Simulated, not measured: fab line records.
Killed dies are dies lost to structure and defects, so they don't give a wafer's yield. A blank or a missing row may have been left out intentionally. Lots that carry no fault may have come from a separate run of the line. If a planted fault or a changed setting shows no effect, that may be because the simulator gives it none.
Chamber matching || flow n5-finfet || N5_BEOL_M1_ETCHBACK_99 on rie-diel-04: 4 sister chambers
The step etches SiO2 in CHF3, target depth 5 nm, time 10.4 s. 14 wafers are shown with their chamber, then 7 later ones without.

== WAFERS WITH THEIR CHAMBER ==
{"wafer": "L075.3", "chamber": 2, "showerhead-plenum-p-Torr (Torr)": 2.14, "drypump-motor-current-A (A)": 6.5, "throttle-valve-pct (%)": 16.97}
{"wafer": "L075.5", "chamber": 0, "showerhead-plenum-p-Torr (Torr)": 2.27, "drypump-motor-current-A (A)": 5.5, "throttle-valve-pct (%)": 16.80}
{"wafer": "L075.6", "chamber": 3, "showerhead-plenum-p-Torr (Torr)": 2.15, "drypump-motor-current-A (A)": 6.5, "throttle-valve-pct (%)": 17.03}
{"wafer": "L080.1", "chamber": 1, "showerhead-plenum-p-Torr (Torr)": 2.15, "drypump-motor-current-A (A)": 6.2, "throttle-valve-pct (%)": 17.22}
{"wafer": "L080.3", "chamber": 2, "showerhead-plenum-p-Torr (Torr)": 2.13, "drypump-motor-current-A (A)": 6.6, "throttle-valve-pct (%)": 16.99}
{"wafer": "L080.4", "chamber": 3, "showerhead-plenum-p-Torr (Torr)": 2.15, "drypump-motor-current-A (A)": 6.5, "throttle-valve-pct (%)": 17.04}
{"wafer": "L082.1", "chamber": 0, "showerhead-plenum-p-Torr (Torr)": 2.27, "drypump-motor-current-A (A)": 5.4, "throttle-valve-pct (%)": 16.82}
{"wafer": "L082.3", "chamber": 2, "showerhead-plenum-p-Torr (Torr)": 2.13, "drypump-motor-current-A (A)": 6.5, "throttle-valve-pct (%)": 16.99}
{"wafer": "L082.4", "chamber": 1, "showerhead-plenum-p-Torr (Torr)": 2.15, "drypump-motor-current-A (A)": 6.2, "throttle-valve-pct (%)": 17.22}
{"wafer": "L085.3", "chamber": 0, "showerhead-plenum-p-Torr (Torr)": 2.26, "drypump-motor-current-A (A)": 5.4, "throttle-valve-pct (%)": 16.84}
{"wafer": "L085.4", "chamber": 1, "showerhead-plenum-p-Torr (Torr)": 2.15, "drypump-motor-current-A (A)": 6.2, "throttle-valve-pct (%)": 17.24}
{"wafer": "L085.6", "chamber": 2, "showerhead-plenum-p-Torr (Torr)": 2.13, "drypump-motor-current-A (A)": 6.5, "throttle-valve-pct (%)": 17.02}
{"wafer": "L088.1", "chamber": 3, "showerhead-plenum-p-Torr (Torr)": 2.14, "drypump-motor-current-A (A)": 6.4, "throttle-valve-pct (%)": 17.05}
{"wafer": "L088.3", "chamber": 0, "showerhead-plenum-p-Torr (Torr)": 2.26, "drypump-motor-current-A (A)": 5.4, "throttle-valve-pct (%)": 16.85}

SIGNATURES (means of the wafers above)
{"reading": "showerhead-plenum-p-Torr", "chamber 0": 2.2650, "chamber 1": 2.1500, "chamber 2": 2.1325, "chamber 3": 2.1467, "scatter within a chamber": 0.00492}
{"reading": "drypump-motor-current-A", "chamber 0": 5.425, "chamber 1": 6.200, "chamber 2": 6.525, "chamber 3": 6.467, "scatter within a chamber": 0.0465}
{"reading": "throttle-valve-pct", "chamber 0": 16.8275, "chamber 1": 17.2267, "chamber 2": 16.9925, "chamber 3": 17.0400, "scatter within a chamber": 0.0179}
Rule: a wafer's distance from a chamber is the root of the sum, over the readings, of the square of ((its reading less the chamber's mean) divided by the reading's scatter). If the next closest chamber is less than 2 further off than the closest, the wafer can't be placed; otherwise it belongs to the closest. The scatter: the root of (the sum of the squares of (reading less its chamber's mean) over the shown wafers, divided by (wafers less chambers)).

== WAFERS WITHOUT THEIR CHAMBER ==
{"wafer": "L088.5", "showerhead-plenum-p-Torr (Torr)": 2.13, "drypump-motor-current-A (A)": 6.6, "throttle-valve-pct (%)": 17.02}
{"wafer": "L091.1", "showerhead-plenum-p-Torr (Torr)": 2.26, "drypump-motor-current-A (A)": 5.4, "throttle-valve-pct (%)": 16.85}
{"wafer": "L091.2", "showerhead-plenum-p-Torr (Torr)": 2.14, "drypump-motor-current-A (A)": 6.4, "throttle-valve-pct (%)": 17.06}
{"wafer": "L091.4", "showerhead-plenum-p-Torr (Torr)": 2.14, "drypump-motor-current-A (A)": 6.2, "throttle-valve-pct (%)": 17.25}
{"wafer": "L092.1", "showerhead-plenum-p-Torr (Torr)": 2.13, "drypump-motor-current-A (A)": 6.5, "throttle-valve-pct (%)": 17.03}
{"wafer": "L092.2", "showerhead-plenum-p-Torr (Torr)": 2.26, "drypump-motor-current-A (A)": 5.4, "throttle-valve-pct (%)": 16.85}
{"wafer": "L092.6", "showerhead-plenum-p-Torr (Torr)": 2.14, "drypump-motor-current-A (A)": 6.4, "throttle-valve-pct (%)": 17.07}

== WHICH CHAMBER EACH ONE RAN IN ==
{"wafer": "L088.5", "from the rows above": 2, "in truth": 2}
{"wafer": "L091.1", "from the rows above": 0, "in truth": 0}
{"wafer": "L091.2", "from the rows above": 3, "in truth": 3}
{"wafer": "L091.4", "from the rows above": 1, "in truth": 1}
{"wafer": "L092.1", "from the rows above": "can't be placed: 2 or 3", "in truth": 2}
{"wafer": "L092.2", "from the rows above": 0, "in truth": 0}
{"wafer": "L092.6", "from the rows above": 3, "in truth": 3}
6 of 7 placed correctly. These rows do not allow placing 1 (true chamber among the candidates in 1). Number placed wrongly: 0.
